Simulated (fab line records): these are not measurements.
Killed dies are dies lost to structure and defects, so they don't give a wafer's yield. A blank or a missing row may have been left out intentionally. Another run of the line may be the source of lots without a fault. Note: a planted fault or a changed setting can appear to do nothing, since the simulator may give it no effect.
Which tool is to blame? | flow nand harc | 24 lots with 72 wafers sampled at 6 steps, on a route of 1302 steps

== WHAT EACH GAUGE READ, for each wafer ==
The record lacks any reading of a measuring or inspecting step that a usual standard deviation could be used to judge.

== TOOL THAT RAN EACH LOT (tool first, then ch and the chambers of the sampled wafers, then the start) ==
lot  | NHARC_A_STAIRCASE_ETCH_15                     | NHARC_A_STAIRCASE_ETCH_25                     | NHARC_A_STAIRCASE_TRIM_26                     | NHARC_A_STAIRCASE_ETCH_188                    | NHARC_A_STAIRCASE_ETCH_192                    | NHARC_A_STAIRCASE_TRIM_196
L074 | rie diel-04 ch 0,1,2, day 15 21:27 or earlier | rie diel-04 ch 1,2, day 15 21:27 or earlier   | rie diel-04 ch 0,1, day 15 21:27 or earlier   | rie diel-05 ch 1,2, day 15 21:27 or earlier   | rie diel-05 ch 1,2,3, day 15 21:27 or earlier | rie diel-05 ch 1,2,3, day 15 21:27
L075 | rie diel-01 ch 0,1,3, day 15 21:45 or earlier | rie diel-01 ch 0,2,3, day 15 21:45 or earlier | rie diel-01 ch 0,2, day 15 21:45 or earlier   | rie diel-05 ch 1,2,3, day 15 21:45 or earlier | rie diel-05 ch 0,2, day 15 21:45 or earlier   | rie diel-01 ch 0,1,3, day 15 21:45
L076 | rie diel-01 ch 1,3, day 16 21:03 or earlier   | rie diel-01 ch 0,1,3, day 16 21:03 or earlier | rie diel-01 ch 0,1,3, day 16 21:03 or earlier | rie diel-05 ch 0,3, day 16 21:03 or earlier   | rie diel-05 ch 0,2,3, day 16 21:03 or earlier | rie diel-01 ch 0,1,2, day 16 21:03
L077 | rie diel-05 ch 0,1,3, day 16 22:23 or earlier | rie diel-01 ch 0,1,2, day 16 22:23 or earlier | rie diel-01 ch 1,2,3, day 16 22:23 or earlier | rie diel-04 ch 0,2,3, day 16 22:23 or earlier | rie diel-04 ch 0,1,3, day 16 22:23 or earlier | rie diel-04 ch 1,2,3, day 16 22:23
L078 | rie diel-04 ch 0,1,3, day 17 05:56 or earlier | rie diel-05 ch 0,2,3, day 17 05:56 or earlier | rie diel-05 ch 0,2,3, day 17 05:56 or earlier | rie diel-05 ch 0,1,2, day 17 05:56 or earlier | rie diel-05 ch 0,2,3, day 17 05:56 or earlier | rie diel-05 ch 0,1,3, day 17 05:56
L081 | rie diel-01 ch 2,3, day 18 12:29 or earlier   | rie diel-01 ch 0,1,2, day 18 12:29 or earlier | rie diel-01 ch 1,2,3, day 18 12:29 or earlier | rie diel-01 ch 0,3, day 18 12:29 or earlier   | rie diel-01 ch 0,1,3, day 18 12:29 or earlier | rie diel-05 ch 1,2,3, day 18 12:29
L080 | rie diel-04 ch 0,1,3, day 18 13:02 or earlier | rie diel-05 ch 0,3, day 18 13:02 or earlier   | rie diel-05 ch 0,1,3, day 18 13:02 or earlier | rie diel-01 ch 1,3, day 18 13:02 or earlier   | rie diel-01 ch 0,1,3, day 18 13:02 or earlier | rie diel-04 ch 1,3, day 18 13:02
L079 | rie diel-05 ch 2,3, day 18 18:51 or earlier   | rie diel-05 ch 0,2, day 18 18:51 or earlier   | rie diel-05 ch 0,2, day 18 18:51 or earlier   | rie diel-05 ch 2,3, day 18 18:51 or earlier   | rie diel-05 ch 0,1,2, day 18 18:51 or earlier | rie diel-05 ch 2,3, day 18 18:51
L082 | rie diel-05 ch 2,3, day 19 21:31 or earlier   | rie diel-05 ch 0,1, day 19 21:31 or earlier   | rie diel-05 ch 0,3, day 19 21:31 or earlier   | rie diel-01 ch 1,2,3, day 19 21:31 or earlier | rie diel-01 ch 1,2,3, day 19 21:31 or earlier | rie diel-04 ch 0,3, day 19 21:31
L083 | rie diel-01 ch 0,1, day 19 21:43 or earlier   | rie diel-01 ch 0,2,3, day 19 21:43 or earlier | rie diel-01 ch 0,1,3, day 19 21:43 or earlier | rie diel-01 ch 1,2,3, day 19 21:43 or earlier | rie diel-01 ch 1,2, day 19 21:43 or earlier   | rie diel-01 ch 1,2, day 19 21:43
L085 | rie diel-01 ch 2,3, day 20 07:25 or earlier   | rie diel-04 ch 0,1,3, day 20 07:25 or earlier | rie diel-04 ch 0,1, day 20 07:25 or earlier   | rie diel-01 ch 0,1,3, day 20 07:25 or earlier | rie diel-01 ch 0,1,2, day 20 07:25 or earlier | rie diel-01 ch 0,3, day 20 07:25
L084 | rie diel-04 ch 0,1, day 20 07:35 or earlier   | rie diel-04 ch 1,3, day 20 07:35 or earlier   | rie diel-04 ch 0,2, day 20 07:35 or earlier   | rie diel-05 ch 0,1,3, day 20 07:35 or earlier | rie diel-05 ch 2,3, day 20 07:35 or earlier   | rie diel-05 ch 0,1,3, day 20 07:35
L086 | rie diel-01 ch 0,1,3, day 20 17:22 or earlier | rie diel-04 ch 1,2, day 20 17:22 or earlier   | rie diel-04 ch 0,3, day 20 17:22 or earlier   | rie diel-01 ch 0,1, day 20 17:22 or earlier   | rie diel-01 ch 2,3, day 20 17:22 or earlier   | rie diel-04 ch 0,3, day 20 17:22
L088 | rie diel-01 ch 1,2,3, day 21 16:29 or earlier | rie diel-01 ch 1,2,3, day 21 16:29 or earlier | rie diel-01 ch 0,1,3, day 21 16:29 or earlier | rie diel-01 ch 0,2,3, day 21 16:29 or earlier | rie diel-01 ch 0,1,3, day 21 16:29 or earlier | rie diel-05 ch 0,2,3, day 21 16:29
L087 | rie diel-01 ch 0,1,2, day 21 17:02 or earlier | rie diel-05 ch 2,3, day 21 17:02 or earlier   | rie diel-05 ch 0,2,3, day 21 17:02 or earlier | rie diel-04 ch 2,3, day 21 17:02 or earlier   | rie diel-04 ch 0,2, day 21 17:02 or earlier   | rie diel-04 ch 1,3, day 21 17:02
L089 | rie diel-04 ch 2,3, day 21 19:02 or earlier   | rie diel-05 ch 0,1,3, day 21 19:02 or earlier | rie diel-05 ch 2,3, day 21 19:02 or earlier   | rie diel-05 ch 2,3, day 21 19:02 or earlier   | rie diel-05 ch 2,3, day 21 19:02 or earlier   | rie diel-05 ch 0,1,3, day 21 19:02
L090 | rie diel-04 ch 0,2,3, day 22 10:19 or earlier | rie diel-01 ch 0,3, day 22 10:19 or earlier   | rie diel-01 ch 2,3, day 22 10:19 or earlier   | rie diel-01 ch 0,2,3, day 22 10:19 or earlier | rie diel-01 ch 0,2,3, day 22 10:19 or earlier | rie diel-04 ch 1,2, day 22 10:19
L091 | rie diel-01 ch 0,2, day 22 22:28 or earlier   | rie diel-04 ch 0,1, day 22 22:28 or earlier   | rie diel-04 ch 0,3, day 22 22:28 or earlier   | rie diel-05 ch 0,2,3, day 22 22:28 or earlier | rie diel-05 ch 0,1,2, day 22 22:28 or earlier | rie diel-04 ch 0,3, day 22 22:28
L093 | rie diel-01 ch 1,2, day 23 16:34 or earlier   | rie diel-01 ch 1,2, day 23 16:34 or earlier   | rie diel-01 ch 0,2,3, day 23 16:34 or earlier | rie diel-05 ch 1,2,3, day 23 16:34 or earlier | rie diel-05 ch 1,3, day 23 16:34 or earlier   | rie diel-05 ch 1,2,3, day 23 16:34
L092 | rie diel-04 ch 0,3, day 23 20:58 or earlier   | rie diel-01 ch 0,2,3, day 23 20:58 or earlier | rie diel-01 ch 0,2, day 23 20:58 or earlier   | rie diel-01 ch 0,2,3, day 23 20:58 or earlier | rie diel-01 ch 0,3, day 23 20:58 or earlier   | rie diel-04 ch 0,2, day 23 20:58
L094 | rie diel-04 ch 0,1,3, day 24 04:02 or earlier | rie diel-05 ch 0,1,3, day 24 04:02 or earlier | rie diel-05 ch 1,3, day 24 04:02 or earlier   | rie diel-01 ch 0,1,3, day 24 04:02 or earlier | rie diel-01 ch 0,1,3, day 24 04:02 or earlier | rie diel-04 ch 0,2, day 24 04:02
L095 | rie diel-01 ch 2,3, day 25 04:15 or earlier   | rie diel-04 ch 0,1,2, day 25 04:15 or earlier | rie diel-04 ch 0,1,3, day 25 04:15 or earlier | rie diel-01 ch 1,2,3, day 25 04:15 or earlier | rie diel-01 ch 0,2,3, day 25 04:15 or earlier | rie diel-01 ch 1,2,3, day 25 04:15
L096 | rie diel-04 ch 0,1, day 25 06:58 or earlier   | rie diel-05 ch 1,3, day 25 06:58 or earlier   | rie diel-05 ch 0,1,3, day 25 06:58 or earlier | rie diel-05 ch 2,3, day 25 06:58 or earlier   | rie diel-05 ch 0,2, day 25 06:58 or earlier   | rie diel-05 ch 0,2, day 25 06:58
L097 | rie diel-04 ch 0,2,3, day 25 17:10 or earlier | rie diel-01 ch 0,2, day 25 17:10 or earlier   | rie diel-01 ch 0,2,3, day 25 17:10 or earlier | rie diel-01 ch 0,2,3, day 25 17:10 or earlier | rie diel-01 ch 0,2,3, day 25 17:10 or earlier | rie diel-01 ch 0,3, day 25 17:10
- NHARC_A_STAIRCASE_ETCH_15: etches the open film in C4F8/O2, target depth 100 nm, time 40.5 s.
- NHARC_A_STAIRCASE_ETCH_25: etches the open film in C4F8/O2, target depth 100 nm, time 40.5 s.
- NHARC_A_STAIRCASE_TRIM_26: chemistry O2, time 211.2 s.
- NHARC_A_STAIRCASE_ETCH_188: etches the open film in C4F8/O2, target depth 100 nm, time 40.5 s.
- NHARC_A_STAIRCASE_ETCH_192: etches the open film in C4F8/O2, target depth 100 nm, time 40.5 s.
- NHARC_A_STAIRCASE_TRIM_196: chemistry O2, time 211.2 s.

== AS READ BY THE TOOLS THEMSELVES (means over the sampled wafers that have a number; for cases with no such wafer, the mark the record gives instead) ==
NHARC_A_STAIRCASE_ETCH_15.
lot  | tool        | oes product au (a.u.) | rf vpp V (V)
L074 | rie diel-04 | 0.940                 | 895
L075 | rie diel-01 | 0.945                 | 893
L076 | rie diel-01 | 0.948                 | 895
L077 | rie diel-05 | 0.946                 | 895
L078 | rie diel-04 | 0.932                 | 897
L081 | rie diel-01 | 0.939                 | 895
L080 | rie diel-04 | 0.933                 | 898
L079 | rie diel-05 | 0.943                 | 891
L082 | rie diel-05 | 0.925                 | 891
L083 | rie diel-01 | 0.938                 | 891
L085 | rie diel-01 | 0.949                 | 894
L084 | rie diel-04 | 0.943                 | 893
L086 | rie diel-01 | 0.956                 | 893
L088 | rie diel-01 | 0.941                 | 894
L087 | rie diel-01 | 0.945                 | 892
L089 | rie diel-04 | 0.930                 | 902
L090 | rie diel-04 | 0.939                 | 897
L091 | rie diel-01 | 0.936                 | 891
L093 | rie diel-01 | 0.953                 | 894
L092 | rie diel-04 | 0.946                 | 900
L094 | rie diel-04 | 0.942                 | 896
L095 | rie diel-01 | 0.940                 | 894
L096 | rie diel-04 | 0.965                 | 892
L097 | rie diel-04 | 0.937                 | 898

NHARC_A_STAIRCASE_ETCH_25.
lot  | tool        | oes product au (a.u.) | rf vpp V (V)
L074 | rie diel-04 | 0.941                 | 897
L075 | rie diel-01 | 0.951                 | 893
L076 | rie diel-01 | 0.928                 | 893
L077 | rie diel-01 | 0.936                 | 893
L078 | rie diel-05 | 0.935                 | 893
L081 | rie diel-01 | 0.949                 | 892
L080 | rie diel-05 | 0.945                 | 896
L079 | rie diel-05 | 0.943                 | 888
L082 | rie diel-05 | 0.942                 | 896
L083 | rie diel-01 | 0.950                 | 892
L085 | rie diel-04 | 0.929                 | 896
L084 | rie diel-04 | 0.932                 | 901
L086 | rie diel-04 | 0.956                 | 894
L088 | rie diel-01 | 0.956                 | 894
L087 | rie diel-05 | 0.948                 | 890
L089 | rie diel-05 | 0.944                 | 895
L090 | rie diel-01 | 0.950                 | 891
L091 | rie diel-04 | 0.954                 | 892
L093 | rie diel-01 | 0.941                 | 893
L092 | rie diel-01 | 0.942                 | 891
L094 | rie diel-05 | 0.947                 | 895
L095 | rie diel-04 | 0.956                 | 894
L096 | rie diel-05 | 0.932                 | 898
L097 | rie diel-01 | 0.935                 | 889

NHARC_A_STAIRCASE_TRIM_26.
lot  | tool        | drypump motor current A (A) | mfc ar sccm (sccm) | oes product au (a.u.) | rf vpp V (V) | showerhead plenum p Torr (Torr) | throttle valve pct (%)
L074 | rie diel-04 | 5.6                         | 0.007              | 0.997                 | 57.9         | 3.46                            | 17.053
L075 | rie diel-01 | 6.5                         | 0.002              | 0.987                 | 57.9         | 3.38                            | 17.045
L076 | rie diel-01 | 6.4                         | 0.001              | 1.003                 | 58.0         | 3.44                            | 17.045
L077 | rie diel-01 | 6.2                         | 0.000              | 1.001                 | 57.5         | 3.49                            | 17.040
L078 | rie diel-05 | 5.7                         | 0.011              | 0.994                 | 56.4         | 3.42                            | 17.033
L081 | rie diel-01 | 6.2                         | 0.000              | 1.002                 | 57.4         | 3.48                            | 17.039
L080 | rie diel-05 | 5.4                         | 0.011              | 0.985                 | 58.2         | 3.52                            | 17.037
L079 | rie diel-05 | 5.9                         | 0.023              | 0.997                 | 56.8         | 3.32                            | 17.042
L082 | rie diel-05 | 5.5                         | 0.000              | 0.994                 | 57.9         | 3.52                            | 17.031
L083 | rie diel-01 | 6.4                         | 0.001              | 0.999                 | 57.6         | 3.43                            | 17.039
L085 | rie diel-04 | 5.6                         | 0.007              | 0.997                 | 58.1         | 3.44                            | 17.034
L084 | rie diel-04 | 5.4                         | 0.019              | 0.991                 | 57.2         | 3.49                            | 17.037
L086 | rie diel-04 | 5.9                         | 0.015              | 0.982                 | 57.2         | 3.56                            | 17.036
L088 | rie diel-01 | 6.4                         | 0.001              | 1.004                 | 57.8         | 3.43                            | 17.042
L087 | rie diel-05 | 5.7                         | 0.011              | 1.001                 | 56.9         | 3.40                            | 17.037
L089 | rie diel-05 | 5.6                         | 0.023              | 0.996                 | 57.7         | 3.39                            | 17.047
L090 | rie diel-01 | 6.2                         | 0.000              | 0.998                 | 57.6         | 3.46                            | 17.043
L091 | rie diel-04 | 6.2                         | 0.011              | 0.981                 | 58.1         | 3.67                            | 17.032
L093 | rie diel-01 | 6.4                         | 0.001              | 1.002                 | 57.3         | 3.41                            | 17.034
L092 | rie diel-01 | 6.4                         | 0.001              | 0.995                 | 57.3         | 3.40                            | 17.042
L094 | rie diel-05 | 5.1                         | 0.011              | 0.987                 | 57.8         | 3.58                            | 17.035
L095 | rie diel-04 | 5.9                         | 0.009              | 1.001                 | 57.2         | 3.54                            | 17.031
L096 | rie diel-05 | 5.4                         | 0.011              | 0.995                 | 57.8         | 3.49                            | 17.032
L097 | rie diel-01 | 6.4                         | 0.001              | 0.998                 | 56.7         | 3.40                            | 17.035

NHARC_A_STAIRCASE_ETCH_188.
lot  | tool        | oes product au (a.u.) | rf vpp V (V)
L074 | rie diel-05 | 0.939                 | 895
L075 | rie diel-05 | 0.947                 | 895
L076 | rie diel-05 | 0.936                 | 893
L077 | rie diel-04 | 0.945                 | 898
L078 | rie diel-05 | 0.922                 | 892
L081 | rie diel-01 | 0.936                 | 893
L080 | rie diel-01 | 0.930                 | 895
L079 | rie diel-05 | 0.922                 | 891
L082 | rie diel-01 | 0.940                 | 894
L083 | rie diel-01 | 0.929                 | 894
L085 | rie diel-01 | 0.951                 | 893
L084 | rie diel-05 | 0.956                 | 895
L086 | rie diel-01 | 0.942                 | 891
L088 | rie diel-01 | 0.948                 | 892
L087 | rie diel-04 | 0.931                 | 901
L089 | rie diel-05 | 0.924                 | 895
L090 | rie diel-01 | 0.937                 | 892
L091 | rie diel-05 | 0.933                 | 891
L093 | rie diel-05 | 0.918                 | 894
L092 | rie diel-01 | 0.939                 | 892
L094 | rie diel-01 | 0.956                 | 891
L095 | rie diel-01 | 0.942                 | 893
L096 | rie diel-05 | 0.934                 | 895
L097 | rie diel-01 | 0.934                 | 892

NHARC_A_STAIRCASE_ETCH_192.
lot  | tool        | oes product au (a.u.) | rf vpp V (V)
L074 | rie diel-05 | 0.952                 | 895
L075 | rie diel-05 | 0.942                 | 889
L076 | rie diel-05 | 0.956                 | 892
L077 | rie diel-04 | 0.943                 | 897
L078 | rie diel-05 | 0.937                 | 892
L081 | rie diel-01 | 0.939                 | 893
L080 | rie diel-01 | 0.946                 | 893
L079 | rie diel-05 | 0.952                 | 892
L082 | rie diel-01 | 0.945                 | 894
L083 | rie diel-01 | 0.942                 | 895
L085 | rie diel-01 | 0.955                 | 893
L084 | rie diel-05 | 0.943                 | 892
L086 | rie diel-01 | 0.949                 | 894
L088 | rie diel-01 | 0.939                 | 892
L087 | rie diel-04 | 0.926                 | 894
L089 | rie diel-05 | 0.950                 | 895
L090 | rie diel-01 | 0.944                 | 893
L091 | rie diel-05 | 0.947                 | 891
L093 | rie diel-05 | 0.933                 | 898
L092 | rie diel-01 | 0.944                 | 890
L094 | rie diel-01 | 0.957                 | 891
L095 | rie diel-01 | 0.955                 | 892
L096 | rie diel-05 | 0.942                 | 887
L097 | rie diel-01 | 0.929                 | 890

NHARC_A_STAIRCASE_TRIM_196.
lot  | tool        | drypump motor current A (A) | mfc ar sccm (sccm) | oes product au (a.u.) | rf vpp V (V) | showerhead plenum p Torr (Torr) | throttle valve pct (%)
L074 | rie diel-05 | 5.3                         | 0.022              | 1.005                 | 58.0         | 3.52                            | 17.025
L075 | rie diel-01 | 6.4                         | 0.001              | 0.997                 | 57.0         | 3.44                            | 17.044
L076 | rie diel-01 | 6.3                         | 0.001              | 1.000                 | 58.0         | 3.44                            | 17.039
L077 | rie diel-04 | 5.8                         | 0.008              | 1.001                 | 58.5         | 3.61                            | 17.032
L078 | rie diel-05 | 5.4                         | 0.011              | 0.997                 | 58.2         | 3.53                            | 17.038
L081 | rie diel-05 | 5.3                         | 0.022              | 0.982                 | 57.1         | 3.51                            | 17.037
L080 | rie diel-04 | 6.2                         | 0.004              | 0.993                 | 57.3         | 3.68                            | 17.044
L079 | rie diel-05 | 5.4                         | 0.011              | 0.988                 | 56.8         | 3.51                            | 17.029
L082 | rie diel-04 | 6.2                         | 0.011              | 0.977                 | 57.7         | 3.68                            | 17.034
L083 | rie diel-01 | 6.1                         | 0.000              | 1.001                 | 57.8         | 3.49                            | 17.036
L085 | rie diel-01 | 6.6                         | 0.002              | 1.004                 | 57.4         | 3.37                            | 17.034
L084 | rie diel-05 | 5.4                         | 0.011              | 1.000                 | 58.2         | 3.52                            | 17.036
L086 | rie diel-04 | 5.9                         | 0.015              | 0.982                 | 57.7         | 3.56                            | 17.043
L088 | rie diel-05 | 5.7                         | 0.011              | 0.998                 | 56.6         | 3.40                            | 17.047
L087 | rie diel-04 | 6.3                         | 0.004              | 0.982                 | 58.3         | 3.66                            | 17.030
L089 | rie diel-05 | 5.4                         | 0.011              | 0.997                 | 58.7         | 3.51                            | 17.044
L090 | rie diel-04 | 5.4                         | 0.011              | 1.009                 | 57.7         | 3.52                            | 17.033
L091 | rie diel-04 | 6.2                         | 0.011              | 0.987                 | 57.8         | 3.67                            | 17.037
L093 | rie diel-05 | 5.3                         | 0.022              | 1.000                 | 57.5         | 3.48                            | 17.036
L092 | rie diel-04 | 5.3                         | 0.018              | 1.009                 | 57.0         | 3.52                            | 17.035
L094 | rie diel-04 | 5.3                         | 0.018              | 1.006                 | 56.9         | 3.52                            | 17.023
L095 | rie diel-01 | 6.2                         | 0.000              | 1.006                 | 57.5         | 3.47                            | 17.034
L096 | rie diel-05 | 5.9                         | 0.011              | 0.997                 | 56.2         | 3.30                            | 17.036
L097 | rie diel-01 | 6.5                         | 0.001              | 1.006                 | 57.6         | 3.41                            | 17.047

== THE ANSWER, worked out from the rows above alone ==
Rule: usual is defined by the lots themselves. Put in order of their means at a reading, lots are off if they are a third of the lots or fewer, leave a main group of 4 or more, and stand apart from it by a gap of 3 or more times the standard deviation of the main group's means; of several such gaps the widest counts. A main group is skipped when, at the precision printed for the reading in the tables above, its means are all equal. Also off: a lot with no number at a reading for which 4 or more lots have one. Any other lot the step has rows for is counted as sound. Order of review: gauges by route order, followed by the tools' own readings, for which a lot's mean as printed above is used. The first step at which some lot is off is used, and at that step the reading that is off furthest; a lot without a number counts as furthest.
Across all readings shown, no lot is off: no conclusion can be drawn from this.

== WHAT WAS PUT IN BY THE SIMULATOR ==
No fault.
